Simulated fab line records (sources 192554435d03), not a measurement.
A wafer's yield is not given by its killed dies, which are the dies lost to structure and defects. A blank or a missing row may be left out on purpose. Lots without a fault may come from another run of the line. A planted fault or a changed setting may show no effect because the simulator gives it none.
Split-lot trial	flow n5Finfet	on a route of 1938 steps: 7 lots, 21 wafers read

THE SPLIT
At N5_BEOL_M14_ILD_DEP_00 (deposits SiO2 from TEOS/O2, target thk 1119.3 nm, time 237.4 s), the setting tempC was moved away from the recipe's 400 C on 5 of the 21 wafers read, by -1.7% to +1.1%. All remaining wafers had this setting at the recipe value.

Between the split and the reading, the file records no step.

THE READING
Values of M14_ILD_THK in nm from N5_BEOL_M14_THK_MEAS_01. Fault-free wafers of this fab line usually give 1124 nm, standard deviation 16 nm.

wafer	tool, chamber at the split	tempC as run, C	against the recipe	M14_ILD_THK, nm	against lot-mates on the recipe
L076.1	pecvd-03, 1	400	recipe	1111	-
L076.2	pecvd-03, 0	400	recipe	1131	-
L076.3	pecvd-03, 2	400	recipe	1122	-
L075.1	pecvd-02, 2	400	recipe	1117	-
L075.5	pecvd-02, 0	400	recipe	1127	-
L075.6	pecvd-02, 1	400	recipe	1128	-
L083.2	pecvd-03, 0	400	recipe	1125	-
L083.3	pecvd-03, 1	400	recipe	1109	-
L083.4	pecvd-03, 2	400	recipe	1127	-
L080.1	pecvd-01, 1	400	recipe	1139	-
L080.3	pecvd-01, 0	400	recipe	1125	-
L080.5	pecvd-01, 0	400	recipe	1149	-
L092.1	pecvd-02, 1	400	recipe	1110	-
L092.4	pecvd-02, 0	400	recipe	1103	-
L092.5	pecvd-02, 1	393.9	-1.5%	1173	+66
L094.1	pecvd-02, 0	404.5	+1.1%	1056	-60
L094.2	pecvd-02, 2	400	recipe	1116	-
L094.4	pecvd-02, 1	404.5	+1.1%	1096	-20
L096.1	pecvd-03, 2	400	recipe	1088	-
L096.2	pecvd-03, 0	393.2	-1.7%	1183	+95
L096.3	pecvd-03, 1	393.2	-1.7%	1173	+85

FIT RESULTS
A straight line over all 21 wafers: M14_ILD_THK changes by -35.5 nm for each +1% of tempC; r = -0.87; the points scatter about the line by 15 nm.
The same after taking each lot's own level away (the mean of its wafers on the recipe; 21 wafers): -46.3 nm for each +1%; r = -0.96; scatter 11 nm.
On that fit, the largest move of tempC shifts the reading by 79 nm.
From 1088.0 to 1137.7 nm: that is the span of the lots' own levels, equal to 3.1 times the standard deviation above.
Hence the slope depends on the lot-to-lot level, as the two fits are not the same.
Check: for one of the wafers moved furthest among these (-1.7%), held out of the fit, the line's prediction against its lot-mates is +74.9 nm. It came out at +95 nm against them.

ADDITIONAL SPLITS CARRIED BY THESE WAFERS
Note: prior to the reading, these wafers also went through further splits. Each is held against what the fit with the lots' levels taken away leaves over:
other split on the same wafers	wafers away from the commonest value	r with M14_ILD_THK (lot level and that fit taken away)
N5_BEOL_M10_PEB_26 pebTimeS	8	+0.18
N5_BEOL_M11_COAT_60 spinRpm	6	+0.24
N5_BEOL_M11_COAT_05 spinRpm	4	-0.03
N5_BEOL_M12_COAT_58 spinRpm	2	-0.31
N5_BEOL_M12_ETCH_59 h2FlowSccm	5	+0.14

THE WHOLE CHAIN: every reading that the file lists as answering this split, in the file's order
step	what it does	reading	change (the file's fit)	r (the file's)
N5_BEOL_M14_ILD_DEP_00	deposits SiO2 from TEOS/O2, target thk 1119.3 nm, time 237.4 s	SiO2_of_BEOL_M14_ILD_DEP_00.thkNm (the simulator's own value, which no gauge read)	-45.7 nm for each +1% of the setting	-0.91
N5_BEOL_M14_THK_MEAS_01		M14_ILD_THK	-46.1 for each +1% of the setting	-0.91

FILE'S OWN FIT
M14_ILD_THK changes by -46.1 nm for each +1% of tempC, r = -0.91.
